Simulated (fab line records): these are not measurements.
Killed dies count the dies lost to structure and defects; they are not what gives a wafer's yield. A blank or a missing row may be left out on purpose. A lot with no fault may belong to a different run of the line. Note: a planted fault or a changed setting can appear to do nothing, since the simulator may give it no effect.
fab line records    flow nand_harc
record lots=7  wafers=21  last_day=25
route steps=1159 shown A_ONON_D1@428 END@1159
lots that met no fault: taken from a fault-free run of the same line
start_h: start of the lot's first displayed wafer, in hours after the record's first day    wait_h: hours since the lot's step before    " identical to the entry in the row above    L1.1+2: one row covering several wafers at once    - no value present, or no start provided    * or withheld: withheld    < > ~ a bound
route shown NAME@n: names a module that has steps shown in the file, with the first one's number in the route    usual: mean and standard deviation over wafers with no fault    same: alike in all rows    chamber/n: place in a boat    sites: the reading at each site    _std_site: standard deviation of those values    _edge_site: the outer-site mean with the inner-site mean subtracted    radius_mm: how far each site lies from the wafer's centre    mask NAME#n: copy n    behind: the tool/chamber that last shaped the wafer    hold: what put the lot on hold/how long, in hours/how the hold closed    device: the n, p or np transistor that did not switch    end of line: at the end of the route, the tests of the same wafers    a step given without rows: its recipe and nothing more    killed: not the wafer's yield, but the dies lost to structure and defects at the first sort    map: dies across one wafer; x = killed, . = not, _ = none there
set.NAME: the setting the step ran with; set.NAME@STEP: the setting that earlier step ran with    model.NAME: the simulator's own value behind a step, which no gauge read
lots at some steps of the route; a table a step, a row a wafer
services: the hour from which a tool's chamber was out of use, counted from the record's first day as start_h (under 0 if before that day), plus the number of hours and why
## steps
# step NHARC_A_ONON_D1_DEP_06
# recipe target_thk_a=10000  n2_flow_sccm=2750  n2o_flow_sccm=2000  nh3_flow_sccm=500  sih4_flow_sccm=210  temp_c=400
# step NHARC_A_ONON_D1_THK_MEAS_08
# recipe thk_meas_gauge=ellipsometry
# usual thk_nm=999/10
lot.wafer  tool           chamber  start_h  wait_h  thk_nm
L973.1     film_metro-02  -        162.11   -       1009
L973.2     "              -        "        "       1008
L973.6     "              -        "        "       1009
L981.3     film_metro-01  -        206.79   -       992
L981.5     "              -        "        "       992
L981.6     "              -        "        "       991
L986.1     film_metro-02  -        237.16   -       1014
L986.3     "              -        "        "       1017
L986.6     "              -        "        "       1016
L985.3     film_metro-01  -        237.26   -       983
L985.5     "              -        "        "       981
L985.6     "              -        "        "       982
L987.1     film_metro-01  -        242.03   -       1006
L987.3     "              -        "        "       1007
L987.6     "              -        "        "       1006
L990.1     film_metro-02  -        255.78   -       999
L990.5     "              -        "        "       999
L990.6     "              -        "        "       999
L995.2     film_metro-01  -        296.70   -       1019
L995.4     "              -        "        "       1018
L995.6     "              -        "        "       1016
# step NHARC_A_ONON_D1_DEP_09
# recipe target_thk_a=10000  n2_flow_sccm=2750  n2o_flow_sccm=2000  nh3_flow_sccm=500  sih4_flow_sccm=210  temp_c=400
# step NHARC_A_ONON_D1_THK_MEAS_11
# recipe thk_meas_gauge=ellipsometry
# usual thk_nm=1002/14
lot.wafer  tool           chamber  start_h  wait_h  thk_nm
L973.1     film_metro-01  -        162.67   -       999
L973.2     "              -        "        "       1001
L973.6     "              -        "        "       1001
L981.3     film_metro-01  -        207.36   -       997
L981.5     "              -        "        "       999
L981.6     "              -        "        "       998
L986.1     film_metro-02  -        237.73   -       1017
L986.3     "              -        "        "       1017
L986.6     "              -        "        "       1016
L985.3     film_metro-01  -        237.83   -       1008
L985.5     "              -        "        "       1010
L985.6     "              -        "        "       1009
L987.1     film_metro-01  -        242.59   -       1010
L987.3     "              -        "        "       1012
L987.6     "              -        "        "       1013
L990.1     film_metro-02  -        256.35   -       1001
L990.5     "              -        "        "       1003
L990.6     "              -        "        "       1002
L995.2     film_metro-02  -        297.27   -       1014
L995.4     "              -        "        "       1016
L995.6     "              -        "        "       1016
# step NHARC_A_ONON_D1_DEP_12
# recipe target_thk_a=10000  n2_flow_sccm=2750  n2o_flow_sccm=2000  nh3_flow_sccm=500  sih4_flow_sccm=210  temp_c=400
# step NHARC_A_ONON_D1_THK_MEAS_14
# recipe thk_meas_gauge=ellipsometry
# usual thk_nm=995/11
lot.wafer  tool           chamber  start_h  wait_h  thk_nm
L973.1     film_metro-02  -        163.23   -       992
L973.2     "              -        "        "       992
L973.6     "              -        "        "       992
L981.3     film_metro-01  -        207.92   -       1000
L981.5     "              -        "        "       1000
L981.6     "              -        "        "       1001
L986.1     film_metro-02  -        238.39   -       982
L986.3     "              -        "        "       983
L986.6     "              -        "        "       984
L985.3     film_metro-01  -        238.43   -       990
L985.5     "              -        "        "       993
L985.6     "              -        "        "       991
L987.1     film_metro-01  -        243.16   -       1004
L987.3     "              -        "        "       1004
L987.6     "              -        "        "       1006
L990.1     film_metro-02  -        256.94   -       1004
L990.5     "              -        "        "       1006
L990.6     "              -        "        "       1003
L995.2     film_metro-02  -        297.84   -       980
L995.4     "              -        "        "       981
L995.6     "              -        "        "       982
# step NHARC_A_ONON_D1_ANNEAL_15
# recipe temp_c=750  time_s=3600
# step NHARC_A_ONON_D1_DEP_16
# recipe target_thk_a=10000  n2_flow_sccm=2750  n2o_flow_sccm=2000  nh3_flow_sccm=500  sih4_flow_sccm=210  temp_c=400
# step NHARC_A_ONON_D1_THK_MEAS_18
# recipe thk_meas_gauge=ellipsometry
# usual thk_nm=999/8.7
lot.wafer  tool           chamber  start_h  wait_h  thk_nm
L973.1     film_metro-02  -        170.33   -       1008
L973.2     "              -        "        "       1006
L973.6     "              -        "        "       1005
L981.3     film_metro-01  -        215.10   -       997
L981.5     "              -        "        "       996
L981.6     "              -        "        "       995
L986.1     film_metro-02  -        248.95   -       984
L986.3     "              -        "        "       985
L986.6     "              -        "        "       987
L987.1     film_metro-01  -        248.95   -       1013
L987.3     "              -        "        "       1013
L987.6     "              -        "        "       1016
L985.3     film_metro-01  -        249.29   -       997
L985.5     "              -        "        "       998
L985.6     "              -        "        "       999
L990.1     film_metro-02  -        264.05   -       991
L990.5     "              -        "        "       991
L990.6     "              -        "        "       992
L995.2     film_metro-02  -        305.36   -       998
L995.4     "              -        "        "       997
L995.6     "              -        "        "       998
# step NHARC_A_ONON_D1_DEP_19
# recipe target_thk_a=10000  n2_flow_sccm=2750  n2o_flow_sccm=2000  nh3_flow_sccm=500  sih4_flow_sccm=210  temp_c=400
# step NHARC_A_ONON_D1_THK_MEAS_21
# recipe thk_meas_gauge=ellipsometry
# usual thk_nm=1000/9.9
lot.wafer  tool           chamber  start_h  wait_h  thk_nm
L973.1     film_metro-02  -        170.89   -       990
L973.2     "              -        "        "       991
L973.6     "              -        "        "       989
L981.3     film_metro-01  -        215.66   -       1012
L981.5     "              -        "        "       1012
L981.6     "              -        "        "       1011
L986.1     film_metro-01  -        249.51   -       998
L986.3     "              -        "        "       998
L986.6     "              -        "        "       999
L987.1     film_metro-02  -        249.64   -       1007
L987.3     "              -        "        "       1007
L987.6     "              -        "        "       1008
L985.3     film_metro-02  -        249.86   -       992
L985.5     "              -        "        "       991
L985.6     "              -        "        "       992
L990.1     film_metro-02  -        264.62   -       1003
L990.5     "              -        "        "       1004
L990.6     "              -        "        "       1003
L995.2     film_metro-02  -        305.93   -       1009
L995.4     "              -        "        "       1010
L995.6     "              -        "        "       1011
# step NHARC_A_ONON_D1_DEP_22
# recipe target_thk_a=10000  n2_flow_sccm=2750  n2o_flow_sccm=2000  nh3_flow_sccm=500  sih4_flow_sccm=210  temp_c=400
# usual n2_flow_sccm=2750/9.1
lot.wafer  tool           chamber  start_h  wait_h  n2_flow_sccm
L973.1     pecvd_onon-02  0        171.08   0.2     2757
L973.2     "              0        "        "       2760
L973.6     "              0        "        "       2747
L981.3     pecvd_onon-04  0        215.84   0.2     2771
L981.5     "              0        "        "       2761
L981.6     "              0        "        "       2768
L986.1     pecvd_onon-02  0        249.57   0.1     2746
L986.3     "              0        "        "       2756
L986.6     "              0        "        "       2744
L987.1     pecvd_onon-03  0        249.70   0.1     2745
L987.3     "              0        "        "       2751
L987.6     "              0        "        "       2749
L985.3     pecvd_onon-02  0        250.04   0.2     2758
L985.5     "              0        "        "       2748
L985.6     "              0        "        "       2735
L990.1     pecvd_onon-02  0        264.68   0.1     2740
L990.5     "              0        "        "       2750
L990.6     "              0        "        "       2760
L995.2     pecvd_onon-03  0        306.04   0.1     2755
L995.4     "              0        "        "       2745
L995.6     "              0        "        "       2743
# step NHARC_A_ONON_D1_THK_MEAS_24
# recipe thk_meas_gauge=ellipsometry
# usual thk_nm=998/9.5
lot.wafer  tool           chamber  start_h  wait_h  hold                      thk_nm
L973.1     film_metro-02  -        171.59   -       -                         988
L973.2     "              -        "        "       -                         989
L973.6     "              -        "        "       -                         990
L981.3     film_metro-01  -        216.23   -       -                         997
L981.5     "              -        "        "       -                         994
L981.6     "              -        "        "       -                         996
L986.1     film_metro-02  -        250.08   -       await_dispo/0.2h/release  998
L986.3     "              -        "        "       await_dispo/0.2h/release  1045
L986.6     "              -        "        "       await_dispo/0.2h/release  1046
L986.1     film_metro-02  -        250.25   0.2     -                         999
L986.3     "              -        "        "       -                         1048
L986.6     "              -        "        "       -                         1046
L987.1     film_metro-02  -        250.21   -       -                         1004
L987.3     "              -        "        "       -                         1002
L987.6     "              -        "        "       -                         1004
L985.3     film_metro-02  -        250.43   -       await_dispo/0.2h/release  1055
L985.5     "              -        "        "       await_dispo/0.2h/release  1053
L985.6     "              -        "        "       await_dispo/0.2h/release  1057
L985.3     film_metro-02  -        250.61   0.2     -                         1054
L985.5     "              -        "        "       -                         1056
L985.6     "              -        "        "       -                         1056
L990.1     film_metro-01  -        265.18   -       -                         976
L990.5     "              -        "        "       -                         1024
L990.6     "              -        "        "       -                         1024
L995.2     film_metro-02  -        306.49   -       -                         1000
L995.4     "              -        "        "       -                         999
L995.6     "              -        "        "       -                         1000
# step NHARC_END_SORT_01
# recipe temp_c=25
# usual killed_at_array=27/11  killed_at_other=0.7/1.1  killed_at_periphery=3.4/2.1  killed_dies=31/12  killed_open=3.6/2  killed_short=2.0/1.3
# same gross_dies=677
lot.wafer  tool       chamber  start_h  wait_h  hold                      killed_at_array  killed_at_other  killed_at_periphery  killed_dies  killed_open  killed_short
L981.3     prober-01  0        487.57   3.1     -                         18               0                4                    22           3            1
L981.5     prober-01  0        489.17   3.7     -                         18               0                3                    21           3            3
L981.6     prober-01  0        489.98   4.0     -                         21               1                2                    24           2            4
L987.1     prober-02  0        506.09   2.5     -                         23               0                0                    23           2            2
L987.3     prober-02  0        507.66   3.0     -                         20               1                3                    24           6            3
L987.6     prober-02  0        510.01   3.9     -                         19               0                2                    21           2            1
L986.1     prober-01  0        506.21   2.5     await_dispo/2.2h/release  27               0                4                    31           2            0
L986.3     prober-01  0        507.80   3.1     await_dispo/2.2h/release  645              0                1                    646          5            2
L986.6     prober-01  0        510.18   4.0     await_dispo/2.2h/release  644              1                3                    648          5            2
L985.3     prober-02  0        520.18   3.1     await_dispo/3.0h/release  653              1                4                    658          6            2
L985.5     prober-02  0        521.77   3.7     await_dispo/3.0h/release  644              2                3                    649          6            4
L985.6     prober-02  0        522.56   4.0     await_dispo/3.0h/release  641              1                4                    646          9            2
L990.1     prober-01  0        554.25   2.5     await_dispo/3.4h/release  54               1                7                    62           3            2
L990.5     prober-01  0        557.48   3.7     await_dispo/3.4h/release  648              2                2                    652          2            4
L990.6     prober-01  0        558.29   4.0     await_dispo/3.4h/release  646              2                2                    650          4            5
L995.2     prober-01  0        589.10   2.8     -                         39               3                1                    43           2            2
L995.4     prober-01  0        590.71   3.4     -                         35               5                6                    46           6            2
L995.6     prober-01  0        592.32   4.0     -                         33               1                3                    37           5            3
# killed by level:class
L981.3 A_CHANNEL_HOLE_D1:chamber_film_flake=5 A_STAIRCASE:chamber_film_flake=4 A_SLIT:chamber_film_flake=3 P_ZERO_WELL:chamber_film_flake=2 P_CONTACT:geometric_particle:open=1 A_SOURCE_PLATE:geometric_particle:open=1 A_WL_FILL:geometric_particle:short=1 A_WL_FILL:geometric_particle:open=1
L981.5 A_SLIT:chamber_film_flake=4 A_CONTACT:chamber_film_flake=4 A_CONTACT:geometric_particle:short=2 A_CONTACT:geometric_particle:open=2 P_GATE:chamber_film_flake=2 A_CHANNEL_FILL_D1:chamber_film_flake=2 A_CHANNEL_FILL_D1:geometric_particle:short=1 A_M0:geometric_particle:open=1
L981.6 A_SLIT:chamber_film_flake=9 A_M0:geometric_particle:short=2 A_CHANNEL_HOLE_D1:chamber_film_flake=2 A_STAIRCASE:chamber_film_flake=2 A_CONTACT:chamber_film_flake=2 A_CHANNEL_FILL_D1:geometric_particle:short=1 A_CONTACT:geometric_particle:open=1 A_CONTACT:geometric_particle:short=1
L987.1 A_SLIT:chamber_film_flake=13 A_CHANNEL_HOLE_D1:chamber_film_flake=3 A_CONTACT:chamber_film_flake=2 A_ONON_D1:geometric_particle:short=1 A_CHANNEL_FILL_D1:geometric_particle:short=1 A_CHANNEL_FILL_D1:geometric_particle:open=1 A_WL_FILL:geometric_particle:open=1 A_STAIRCASE:chamber_film_flake=1
L986.1 A_CHANNEL_HOLE_D1:chamber_film_flake=21 P_M1:chamber_film_flake=3 A_CONTACT:chamber_film_flake=2 A_SOURCE_PLATE:geometric_particle:open=1 A_BLC:geometric_particle:open=1 P_GATE:chamber_film_flake=1 A_CHANNEL_FILL_D1:chamber_film_flake=1 A_WL_FILL:chamber_film_flake=1
L987.3 A_SLIT:chamber_film_flake=7 A_CHANNEL_HOLE_D1:chamber_film_flake=3 A_SOURCE_PLATE:geometric_particle:open=2 A_CHANNEL_FILL_D1:geometric_particle:open=2 P_CONTACT:geometric_particle:short=1 P_M0:geometric_particle:open=1 A_SOURCE_PLATE:geometric_particle:short=1 A_WL_FILL:geometric_particle:open=1
L986.3 A_ONON_D1:area_dep=620 A_CHANNEL_HOLE_D1:chamber_film_flake=16 A_WL_FILL:geometric_particle:open=2 A_CONTACT:chamber_film_flake=2 P_M0:geometric_particle:open=1 A_ONON_D1:geometric_particle:short=1 A_CHANNEL_FILL_D1:geometric_particle:open=1 A_M0:geometric_particle:open=1
L987.6 A_CONTACT:chamber_film_flake=6 A_CHANNEL_HOLE_D1:chamber_film_flake=3 A_SLIT:chamber_film_flake=3 A_STAIRCASE:chamber_film_flake=3 A_WL_FILL:chamber_film_flake=2 P_M0:geometric_particle:open=1 P_M1:geometric_particle:short=1 A_BLC:geometric_particle:open=1
L986.6 A_ONON_D1:area_dep=615 A_CHANNEL_HOLE_D1:chamber_film_flake=22 A_CONTACT:chamber_film_flake=3 P_GATE:geometric_particle:open=1 P_M1:geometric_particle:open=1 A_ONON_D1:geometric_particle:open=1 A_STAIRCASE:geometric_particle:short=1 A_CONTACT:geometric_particle:open=1
L985.3 A_ONON_D1:area_dep=607 A_CHANNEL_HOLE_D1:chamber_film_flake=21 A_STAIRCASE:chamber_film_flake=8 A_SLIT:chamber_film_flake=8 A_CONTACT:geometric_particle:open=3 A_CONTACT:chamber_film_flake=2 P_GATE:geometric_particle:open=1 P_CONTACT:geometric_particle:open=1
L985.5 A_ONON_D1:area_dep=583 A_CHANNEL_HOLE_D1:chamber_film_flake=22 A_SLIT:chamber_film_flake=15 A_STAIRCASE:chamber_film_flake=12 A_CONTACT:chamber_film_flake=5 A_SGD_CUT:geometric_particle:open=2 A_CONTACT:geometric_particle:open=2 STARTING-WAFER:geometric_particle:short=2
L985.6 A_ONON_D1:area_dep=587 A_CHANNEL_HOLE_D1:chamber_film_flake=20 A_STAIRCASE:chamber_film_flake=13 A_SLIT:chamber_film_flake=8 A_CONTACT:chamber_film_flake=4 P_M0:geometric_particle:open=2 A_CONTACT:geometric_particle:open=2 A_M0:geometric_particle:open=2
L990.1 A_CHANNEL_HOLE_D1:chamber_film_flake=25 A_SLIT:chamber_film_flake=13 A_STAIRCASE:chamber_film_flake=8 P_ZERO_WELL:chamber_film_flake=5 A_CONTACT:chamber_film_flake=5 P_GATE:geometric_particle:open=1 P_GATE:geometric_particle:short=1 A_CHANNEL_FILL_D1:geometric_particle:open=1
L990.5 A_ONON_D1:area_dep=600 A_CHANNEL_HOLE_D1:chamber_film_flake=26 A_SLIT:chamber_film_flake=7 A_STAIRCASE:chamber_film_flake=5 A_CONTACT:chamber_film_flake=5 THIN_TSV:chamber_film_flake=2 P_CONTACT:geometric_particle:short=1 P_M2:geometric_particle:open=1
L990.6 A_ONON_D1:area_dep=597 A_CHANNEL_HOLE_D1:chamber_film_flake=24 A_STAIRCASE:chamber_film_flake=7 A_SLIT:chamber_film_flake=7 A_CONTACT:chamber_film_flake=4 THIN_TSV:chamber_film_flake=2 P_STI:geometric_particle:short=1 P_M0:geometric_particle:open=1
L995.2 A_SLIT:chamber_film_flake=23 A_CHANNEL_HOLE_D1:chamber_film_flake=6 A_CONTACT:chamber_film_flake=4 THIN_TSV:chamber_film_flake=3 A_WL_FILL:chamber_film_flake=2 P_GATE:geometric_particle:open=1 A_SGD_CUT:geometric_particle:short=1 A_CONTACT:geometric_particle:short=1
L995.4 A_SLIT:chamber_film_flake=22 A_CHANNEL_HOLE_D1:chamber_film_flake=5 A_CONTACT:chamber_film_flake=4 THIN_TSV:chamber_film_flake=4 A_CONTACT:geometric_particle:open=3 P_ZERO_WELL:chamber_film_flake=3 P_CONTACT:geometric_particle:open=2 P_GATE:geometric_particle:open=1
L995.6 A_SLIT:chamber_film_flake=11 A_CHANNEL_HOLE_D1:chamber_film_flake=9 A_STAIRCASE:chamber_film_flake=3 A_CONTACT:chamber_film_flake=3 A_CHANNEL_FILL_D1:geometric_particle:short=2 A_CONTACT:geometric_particle:open=2 P_ZERO_WELL:chamber_film_flake=2 P_STI:geometric_particle:open=1
# map L985.3 (x killed, . not)
____________x____________
_________xxx.xxx_________
_______xxxxxxxxxxx_______
______xxxxxxxxxxxxx______
_____xxxxxxx.xxxxxxx_____
____xxxxxxxxxxxxxxxx.____
____xxxx.xxxxxxxxxxxx____
___xxxxxxxxxxxxxxxxxxx___
___xxxxxxxxxxxxxxxx.xx___
__xxxxxxxxxxxxxx.xxxxxx__
__xxxxxxxxxxxxxxxxxxxxx__
_xxxxxxxxxxxxxxxxxxxxxxx_
_xxxxxxxx.xxxxxxxxxxxxxx_
_xxxxxxxxxxxxx.x.xxxx.xx_
_xxxxxxxxxxxxxxxxxxxxxxx_
_xx.xxxxxxxxxxxxxxxxxxxx_
..xxxxxxxxxxxxxxxxxxxxxxx
xxxxxxxxxxxxxxxxxxxxxxxxx
xxxxxxxxxxxxxxxxxxxxxxxxx
.xxxxxxxxxxxxx.xxxxxxxxxx
xxxxxxxxxxxxxxxxxxxxxxxxx
_xxxxxxxxxxxxxxxxxxxxxxx_
_xxxxxx.xxxxxxxxxx.xxxxx_
_xxxxxxxxxxxx.xxxxxxxxxx_
_xxxxxxxxxxxxxxxxxxxxxxx_
_xxxxxxxxxxxxxxxxxxxxxxx_
__xxxxxxxxxxxxxxxxxxxxx__
__xxxxxxxxxxxxxxxxxxxxx__
___xxxxxxxxx.xxxxxxxxx___
___xxxxxxxxxxxxxxxxxxx___
____xxxxxxxxxxxxxxxxx____
____xxxxxxxxxxxxxxxxx____
_____xxxxxxxxxxxxxxx_____
______xxxxxxxxxxxxx______
_______xxxxxxxxxxx_______
_________xxxxxxx_________
____________x____________
# map L986.6 (x killed, . not)
____________x____________
_________xxxxxxx_________
_______.xxxxxxxxxx_______
______xxxxxxxxxxxxx______
_____x.xxxxx.xxxxxx._____
____xxxxxxxxxxxxxxxxx____
____xxxxxxxxxxxxxxxxx____
___xxxxx.xxxxxx.xxxxxx___
___xx.xxxxxxxxxxxxxxx.___
__xxxxxxxxxxxxxxxx.xxxx__
__xxxxxxxxxxxxxxxxxxxxx__
_xxxxxxxxxxxxxxxxxxxxxx._
_xxxxxxxxxxxx.xxxxxxxxxx_
_xxxxxxxxxxxxxxxxxxx.xxx_
_xxxxxxx.xxxxxxxxxxxxxxx_
_xxxxxxxxxxxxxxxxxxxxxxx_
x.xxxxxxxxx.x.xxxxxxxxxxx
xxxxxxx.xxxx.xxxxxxxx.xxx
xxxxxxxxxxxxxxxxxxxxxxxxx
xxxxxxxxxxxxxxxxxxxxxxxxx
x.xxxxxxxxxxxxxxxxxxxxxxx
_xxxxxxxxxxxxxx.xxxxxxxx_
_xxxxxxxxxxxxxxxxxxxxxxx_
_xxxxx.xxxxxxxxxxxx.xxxx_
_.xxxxxxxxxxxxxxxxx.xxxx_
_xxxxxx.xxxxxxxxxxxxxxx._
__xxxxxxxxxxxxxxxxxxxxx__
__.xxxxxxxxxxxxxxxxxxxx__
___xxxxxxxxxxxxxxxxxxx___
___xxxxxxxxxxxxxxxxxxx___
____xxxxxxxxxxxxxxxxx____
____xxxxxxxxxxxxxxxxx____
_____xxxxxxxxxxxxxxx_____
______xxxxxxxxxxxxx______
_______xxxxxxxx.xx_______
_________xxxxxxx_________
____________x____________
## services
tool           chamber  start_h  hours  kind
pecvd_onon-03  -        153.00   13.0   pm
pecvd_onon-04  -        237.67   13.0   pm
pecvd_onon-04  -        270.50   3.1    repair
pecvd_onon-02  -        292.00   13.0   pm
## key
first_sign step=NHARC_A_ONON_D1_THK_MEAS_24  reading=visit  direction=added
effect step=NHARC_A_ONON_D1_THK_MEAS_24  reading=thk_nm  direction=up  sigmas=4.9  usual=998  struck=1044
effect step=NHARC_END_SORT_01  reading=killed_at_array  direction=up  sigmas=55  usual=27  struck=646
more_kills_born_at NHARC_A_ONON_D1_DEP_22@pecvd_onon-02=4209
met_at NHARC_A_ONON_D1_DEP_22
struck_wafers L985.3,L985.5,L985.6,L986.3,L986.6,L990.5,L990.6
later_rows_left_out L985.3,L985.5,L985.6,L986.3,L986.6,L990.5,L990.6
tester_left_out L985,L986,L990
fault kind=process_parameter_drift  tool=pecvd_onon-02  chamber=-  onset_h=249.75  steps=NHARC_A_ONON_D1_DEP_22  channel=target_thk_a  offset=*  shape=step  end_h=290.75  scope=struck_wafers_only  acts_in=*  stated=*
# tester_left_out: of these lots the tester's yield and bins aren't shown, on N5 and GAA mostly nor the transistor test; their killed dies are dies lost to structure and defects alone, not to doping, threshold or leakage, so they don't give the yield
# later_rows_left_out: the simulator's readings of these wafers behind a module that went badly wrong aren't trusted and aren't shown, but for the sort
